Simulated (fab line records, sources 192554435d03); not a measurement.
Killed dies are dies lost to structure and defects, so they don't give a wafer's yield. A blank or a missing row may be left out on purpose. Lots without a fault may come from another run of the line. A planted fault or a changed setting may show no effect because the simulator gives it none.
Chamber matching | flow n5_finfet | N5_FIN_SAQP_FIN_ETCH_36 on rie_si-05: 4 sister chambers
The step etches the open film in HBr/Cl2/O2, target depth 120 nm, time 50.4 s. 8 wafers are shown with their chamber, then 7 later ones without.

WAFERS WITH THEIR CHAMBER
wafer  | chamber | throttle_valve_pct (%) | oes_product_au (a.u.)
L079.4 | 1       | 35.39                  | 0.986
L080.2 | 0       | 35.87                  | 1.007
L080.6 | 0       | 35.87                  | 1.014
L083.1 | 2       | 36.01                  | 0.957
L083.2 | 1       | 35.40                  | 0.983
L083.6 | 3       | 36.03                  | 0.987
L090.3 | 2       | 36.01                  | 0.959
L090.4 | 3       | 36.03                  | 0.989

WAFERS WITHOUT THEIR CHAMBER
wafer  | throttle_valve_pct (%) | oes_product_au (a.u.)
L090.5 | 35.39                  | 0.981
L093.1 | 35.89                  | 1.006
L093.2 | 35.40                  | 0.985
L093.5 | 35.88                  | 1.009
L095.1 | 35.99                  | 0.968
L095.3 | 35.40                  | 0.979
L095.6 | 35.90                  | 0.993

WHICH CHAMBER EACH WENT THROUGH
wafer  | from the rows above | in truth
L090.5 | 1                   | 1
L093.1 | 0                   | 0
L093.2 | 1                   | 1
L093.5 | 0                   | 0
L095.1 | 2                   | 2
L095.3 | 1                   | 1
L095.6 | 0                   | 0
Placed correctly: 7 of 7. Can't be placed from these rows: 0. Placed wrongly: 0.
How it was worked out, from the rows above alone: a wafer's distance from a chamber is the root of the sum, over the readings, of the square of ((its reading less the chamber's mean) divided by the reading's scatter). The wafer belongs to the nearest chamber; if the next one is less than 2 further off, it can't be placed. A chamber's mean is the mean of its shown wafers. The scatter: the root of (the sum of the squares of (reading less its chamber's mean) over the shown wafers, divided by (wafers less chambers)).
